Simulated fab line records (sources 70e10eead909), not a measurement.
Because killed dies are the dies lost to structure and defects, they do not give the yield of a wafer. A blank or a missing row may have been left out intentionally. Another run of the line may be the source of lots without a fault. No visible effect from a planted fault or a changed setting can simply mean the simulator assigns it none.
Which tool was responsible? -- flow nand_harc -- 39 wafers from 13 lots sampled at 5 of the route's 1159 steps

== WHAT EACH GAUGE READ, for each wafer ==
NHARC_P_M2_CD_MEAS_09: target cd 170 nm. Usual: cd_nm at 170.0 nm, with a standard deviation of 0.58.
lot,measured,on,cd_nm (nm),flag
L291,day 6 12:56,cd_sem-02,170.1 170.4 169.6,
L292,day 6 18:41,cd_sem-01,169.9 170.6 169.7,
L293,day 6 19:15,cd_sem-01,170.5 170.0 170.0,
L297,day 7 11:32,cd_sem-03,170.6 170.4 170.4,
L296,day 7 11:46,cd_sem-03,170.2 170.4 171.0,
L299,day 8 07:14,cd_sem-03,173.4 178.7 171.8,OFF
L301,day 8 22:19,cd_sem-01,171.3 170.0 170.9,
L307,day 10 10:20,cd_sem-01,170.8 169.6 169.7,
L308,day 10 11:50,cd_sem-02,170.2 169.8 170.2,
L310,day 10 23:15,cd_sem-01,169.8 169.2 169.1,
L312,day 11 05:52,cd_sem-02,170.6 169.4 170.2,
L313,day 11 15:34,cd_sem-01,169.7 169.4 169.5,
L314,day 12 05:53,cd_sem-01,170.1 169.2 169.7,

NHARC_P_M2_OVL_MEAS_10: pitch 340 nm. Usual: overlay_x_nm -0.4 nm, standard deviation 0.84; overlay_y_nm 0.1 nm, standard deviation 0.98.
lot,measured,on,overlay_x_nm (nm),overlay_y_nm (nm),flag
L291,day 6 13:01,overlay-02,-0.2 -0.3 -0.4,-0.2 -0.3 -0.6,
L292,day 6 18:47,overlay-01,-1.1 -1.2 -1.3,0.1 0.4 0.9,
L293,day 6 19:20,overlay-02,-0.4 -1.0 -0.3,0.0 0.4 0.4,
L297,day 7 11:38,overlay-02,-0.7 -0.4 -0.8,-1.3 -1.0 -2.0,
L296,day 7 11:52,overlay-01,-0.5 -0.3 -0.2,-0.7 0.0 -0.4,
L299,day 8 07:19,overlay-02,-0.9 -1.2 -1.0,0.9 1.5 1.1,
L301,day 8 22:25,overlay-01,-0.6 -0.7 -0.7,-1.3 -1.6 -1.3,
L307,day 10 10:26,overlay-01,-1.5 -2.0 -1.6,0.4 0.2 0.6,
L308,day 10 11:55,overlay-02,-1.6 -1.6 -1.8,0.4 0.3 -0.2,
L310,day 10 23:20,overlay-02,1.6 0.8 1.0,0.5 0.6 0.6,
L312,day 11 05:57,overlay-01,-1.0 -0.5 -0.9,3.9 3.3 3.4,OFF
L313,day 11 15:39,overlay-01,0.7 0.3 0.5,0.1 0.3 0.9,
L314,day 12 05:58,overlay-02,-0.5 -0.4 -0.5,0.2 0.6 0.1,

== EACH LOT AND THE TOOL THAT RAN IT (in order: tool; ch and the chambers of the sampled wafers; start) ==
lot,NHARC_P_M1_DEGAS_29,NHARC_P_M1_CMP_23,NHARC_P_M2_EXPOSE_06
L291,"pvd_sputter-03, day 6 09:56","cmp-01 ch 0,1, day 6 11:02","arfi_scanner-03 ch 0, day 6 12:47"
L292,"pvd_sputter-01, day 6 15:50","cmp-01 ch 1,2,3, day 6 17:00","arfi_scanner-03 ch 0, day 6 18:33"
L293,"pvd_sputter-02, day 6 16:16","cmp-02 ch 0,2,3, day 6 17:24","arfi_scanner-01 ch 0, day 6 19:07"
L297,"pvd_sputter-03, day 7 08:17","cmp-03 ch 1,2, day 7 09:43","arfi_scanner-01 ch 0, day 7 11:24"
L296,"pvd_sputter-02, day 7 08:47","cmp-01 ch 0,1, day 7 09:53","arfi_scanner-02 ch 0, day 7 11:37"
L299,"pvd_sputter-03, day 8 04:19","cmp-03 ch 0,1, day 8 05:26","arfi_scanner-02 ch 0, day 8 07:06"
L301,"pvd_sputter-02, day 8 19:11","cmp-01 ch 1,2,3, day 8 20:20","arfi_scanner-03 ch 0, day 8 22:11"
L307,"pvd_sputter-01, day 10 07:04","cmp-03 ch 1,2, day 10 08:10","arfi_scanner-03 ch 0, day 10 10:12"
L308,"pvd_sputter-02, day 10 08:37","cmp-02 ch 0,3, day 10 09:44","arfi_scanner-01 ch 0, day 10 11:42"
L310,"pvd_sputter-01, day 10 20:18","cmp-03 ch 0,1,2, day 10 21:23","arfi_scanner-01 ch 0, day 10 23:07"
L312,"pvd_sputter-01, day 11 03:04","cmp-03 ch 0,1, day 11 04:07","arfi_scanner-01 ch 0, day 11 05:44"
L313,"pvd_sputter-01, day 11 12:38","cmp-03 ch 1,2, day 11 13:43","arfi_scanner-03 ch 0, day 11 15:25"
L314,"pvd_sputter-02, day 12 02:37","cmp-03 ch 0,3, day 12 03:44","arfi_scanner-01 ch 0, day 12 05:44"
- NHARC_P_M1_DEGAS_29: time 60 s.
- NHARC_P_M1_CMP_23: polishes, t overpolish 20 s, target thk 157.82 nm.
- NHARC_P_M2_EXPOSE_06: exposes mask P M2, target cd 170 nm.

== AS READ BY THE TOOLS THEMSELVES (means over the sampled wafers that have a number; for cases with no such wafer, the mark the record gives instead) ==
NHARC_P_M1_DEGAS_29. Usual: heater_power_w at 355 W, with a standard deviation of 36.
lot,tool,heater_power_w (W),flag
L291,pvd_sputter-03,304,
L292,pvd_sputter-01,343,
L293,pvd_sputter-02,329,
L297,pvd_sputter-03,392,
L296,pvd_sputter-02,315,
L299,pvd_sputter-03,315,
L301,pvd_sputter-02,364,
L307,pvd_sputter-01,353,
L308,pvd_sputter-02,348,
L310,pvd_sputter-01,387,
L312,pvd_sputter-01,371,
L313,pvd_sputter-01,361,
L314,pvd_sputter-02,324,

NHARC_P_M1_CMP_23. Usual: motor_current_A 12.1 A, standard deviation 1; time_to_endpoint_s 29.3 s, standard deviation 2.9.
lot,tool,motor_current_A (A),time_to_endpoint_s (s),flag
L291,cmp-01,13.3,28.4,
L292,cmp-01,13.3,29.4,
L293,cmp-02,11.6,26.2,
L297,cmp-03,10.5,28.7,
L296,cmp-01,13.1,28.3,
L299,cmp-03,10.7,28.5,
L301,cmp-01,13.2,30.1,
L307,cmp-03,10.5,29.0,
L308,cmp-02,11.7,30.3,
L310,cmp-03,10.9,25.9,
L312,cmp-03,10.8,29.3,
L313,cmp-03,11.4,31.4,
L314,cmp-03,11.2,24.8,

== THE ANSWER, worked out from the rows above alone ==
Rule: lot off if the mean of its wafers having a number is beyond 3 standard deviations from the usual mean. Also off: a lot with no number at a reading for which 4 or more lots have one. The other lots that the step has rows for count as sound. The gauges are gone through in route order, then the tools' own readings, and for those a lot's mean is taken as printed above. At the first step where some lot is off, the reading lying furthest off is the one used; lots without a number count as furthest.
Off: L299, at NHARC_P_M2_CD_MEAS_09 (cd_nm).
If a tool, at a process step before that reading, ran all the lots that are off and no sound lot after the first of them, it fits. Gauges at NHARC_P_M2_CD_MEAS_09: tried the same way as those tools. Can't be told from this: 3 tools fit, pvd_sputter-03 at NHARC_P_M1_DEGAS_29, arfi_scanner-02 at NHARC_P_M2_EXPOSE_06, cd_sem-03 at NHARC_P_M2_CD_MEAS_09.

== WHAT WAS PUT IN BY THE SIMULATOR ==
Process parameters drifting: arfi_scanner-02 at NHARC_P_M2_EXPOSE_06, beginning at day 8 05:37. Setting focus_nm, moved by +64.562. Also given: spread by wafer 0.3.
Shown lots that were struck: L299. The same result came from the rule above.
